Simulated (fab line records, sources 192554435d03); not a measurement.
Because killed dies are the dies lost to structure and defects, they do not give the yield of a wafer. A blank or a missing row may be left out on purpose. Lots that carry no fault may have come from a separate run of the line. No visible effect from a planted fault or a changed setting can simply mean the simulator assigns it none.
One fault through the eyes of 2 desks | flow n5-finfet | each desk has only its own numbers; what lay behind them comes last

AT THE TOOL OWNER'S DESK: rie-diel-05
The tool's own readings at N5_BEOL_M3_ETCH_70 (etches SOC in N2/H2, target depth 80 nm, overetch 16 nm, time 120 s): means of the sampled wafers that have a number, for each lot that ran on this tool. Marked OUT: a lot whose mean sits more than 4 standard deviations from the usual mean, which makes it out of limits; the brackets give that distance.
Columns: A = bias-w at N5_BEOL_M3_ETCH_70, usual 150.0 W; B = drypump-motor-current-A at N5_BEOL_M3_ETCH_70, usual 5.5 A; C = oes-product-au at N5_BEOL_M3_ETCH_70, usual 0.60 a.u.; D = rf-vpp-V at N5_BEOL_M3_ETCH_70, usual 523.9 V; E = showerhead-plenum-p-Torr at N5_BEOL_M3_ETCH_70, usual 2.54 Torr; F = throttle-valve-pct at N5_BEOL_M3_ETCH_70, usual 17.81 %
lot  | first seen here | A               | B   | C    | D               | E    | F
L252 | day 7 12:54     | 149.4           | 5.5 | 0.61 | 523.4           | 2.56 | 17.71
L254 | day 7 22:58     | 149.8           | 5.1 | 0.56 | 523.9           | 2.53 | 17.88
L256 | day 8 18:53     | 150.3           | 4.9 | 0.58 | 522.1           | 2.50 | 17.89
L263 | day 10 17:38    | 139.7 (-22) OUT | 5.5 | 0.62 | 500.0 (-13) OUT | 2.53 | 17.92
L265 | day 11 13:25    | 139.5 (-22) OUT | 5.2 | 0.59 | 498.0 (-14) OUT | 2.51 | 17.92
This desk's finding: out of limits on L263, L265; first on L263, day 10 17:38 (bias-w at N5_BEOL_M3_ETCH_70). L252, L254, L256: within limits.

FROM THE METROLOGY DESK
What the gauges read for every lot (on any tool): the sampled wafers with a number, averaged. Marked OUT: a lot whose mean sits more than 4 standard deviations from the usual mean, which makes it out of limits; the brackets give that distance. Only the readings that lie furthest out on some lot appear, 7 of the 11 it has.
Columns: A = V2_OVL at N5_BEOL_M3_OVL_MEAS_29, usual 0.3 nm; B = DIBL_N at N5_BEOL_M4_RC_MEAS_101, usual 36.2 mV/V; C = DIBL_P at N5_BEOL_M4_RC_MEAS_101, usual 36.3 mV/V; D = IOFF_P at N5_BEOL_M4_RC_MEAS_101, usual 0.210 nA/um; E = ION_P at N5_BEOL_M4_RC_MEAS_101, usual 465 uA/um; F = SS_N at N5_BEOL_M4_RC_MEAS_101, usual 71.4 mV/dec; G = VT_P at N5_BEOL_M4_RC_MEAS_101, usual -250 mV
lot  | first seen here | A    | B    | C    | D     | E   | F    | G
L253 | day 7 04:17     | -0.0 | 35.7 | 36.3 | 0.230 | 473 | 70.9 | -247
L252 | day 7 12:31     | 1.0  | 35.4 | 36.6 | 0.189 | 465 | 71.0 | -251
L254 | day 7 21:42     | 0.0  | 34.4 | 34.7 | 0.189 | 464 | 70.5 | -251
L256 | day 8 15:38     | -0.6 | 37.0 | 36.4 | 0.187 | 460 | 71.3 | -252
L259 | day 9 13:58     | 0.8  | 35.7 | 35.4 | 0.246 | 475 | 71.7 | -245
L263 | day 10 13:10    | 0.3  | 36.2 | 36.4 | 0.201 | 463 | 71.8 | -251
L265 | day 11 09:22    | -0.4 | 35.3 | 37.1 | 0.226 | 468 | 71.3 | -248
L269 | day 11 18:22    | -0.2 | 36.1 | 37.2 | 0.210 | 464 | 71.4 | -249
L271 | day 12 10:52    | 1.1  | 35.2 | 35.9 | 0.171 | 457 | 71.1 | -253
L273 | day 13 11:42    | 1.3  | 37.0 | 36.7 | 0.215 | 466 | 71.4 | -251
This desk found nothing out of limits on any of the 10 lots.

ALL TOGETHER
An alarm could have come from the tool owner's desk at day 10 17:38, on L263, L265.
The metrology desk saw nothing out of limits.
The metrology desk has L263, L265 on record, within its limits.
On rie-diel-05, each named lot ran N5_BEOL_M3_ETCH_70.

WHAT WAS PUT IN BY THE SIMULATOR
rie-diel-05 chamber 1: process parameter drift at N5_BEOL_M3_ETCH_70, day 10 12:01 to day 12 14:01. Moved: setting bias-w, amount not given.
Shown lots that were struck: L263, L265.
Each desk's first reading out of limits, in hours after the fault started: the tool owner's desk, 6.
